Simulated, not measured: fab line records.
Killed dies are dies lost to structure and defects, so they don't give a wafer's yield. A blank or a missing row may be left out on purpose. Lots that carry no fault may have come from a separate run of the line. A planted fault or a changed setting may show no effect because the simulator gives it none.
Matching of chambers | flow nandHarc | rieDiel-09 running NHARC_A_BLC_STRIP_21: 4 sister chambers
The step strips in O2. 8 wafers are shown with their chamber, then 8 later ones without.

WAFERS PAIRED WITH THEIR CHAMBERS
wafer  | chamber | showerheadPlenumPTorr (Torr) | rfVppV (V)
L127.2 | 1       | 3.50                         | 56.9
L129.3 | 1       | 3.49                         | 57.6
L128.4 | 0       | 3.62                         | 57.8
L128.5 | 2       | 3.73                         | 57.8
L130.3 | 0       | 3.62                         | 57.3
L130.4 | 3       | 3.34                         | 56.8
L130.6 | 3       | 3.34                         | 58.4
L136.2 | 2       | 3.72                         | 58.1

WAFERS WITHOUT THEIR CHAMBER
wafer  | showerheadPlenumPTorr (Torr) | rfVppV (V)
L136.4 | 3.34                         | 55.9
L136.6 | 3.34                         | 56.2
L134.1 | 3.34                         | 58.7
L134.4 | 3.62                         | 59.4
L134.6 | 3.62                         | 57.9
L143.1 | 3.34                         | 57.0
L143.2 | 3.49                         | 58.4
L143.3 | 3.61                         | 56.9

EACH ONE'S CHAMBER
wafer  | from the rows above | in truth
L136.4 | 3                   | 3
L136.6 | 3                   | 3
L134.1 | 3                   | 3
L134.4 | 0                   | 0
L134.6 | 0                   | 0
L143.1 | 3                   | 3
L143.2 | 1                   | 1
L143.3 | 0                   | 0
Correct placement for 8 of the 8. From these rows, 0 cannot be placed. Placed wrongly: 0.
How it was worked out, from the rows above alone: a wafer's distance from a chamber is the root of the sum, over the readings, of the square of ((its reading less the chamber's mean) divided by the reading's scatter). The wafer belongs to the nearest chamber; if the next one is less than 2 further off, it can't be placed. The mean given for a chamber averages the wafers shown for that chamber. How the scatter is found: for the shown wafers, subtract from each reading the mean of its chamber, square and add these, divide the total by (wafers less chambers), then take the root.
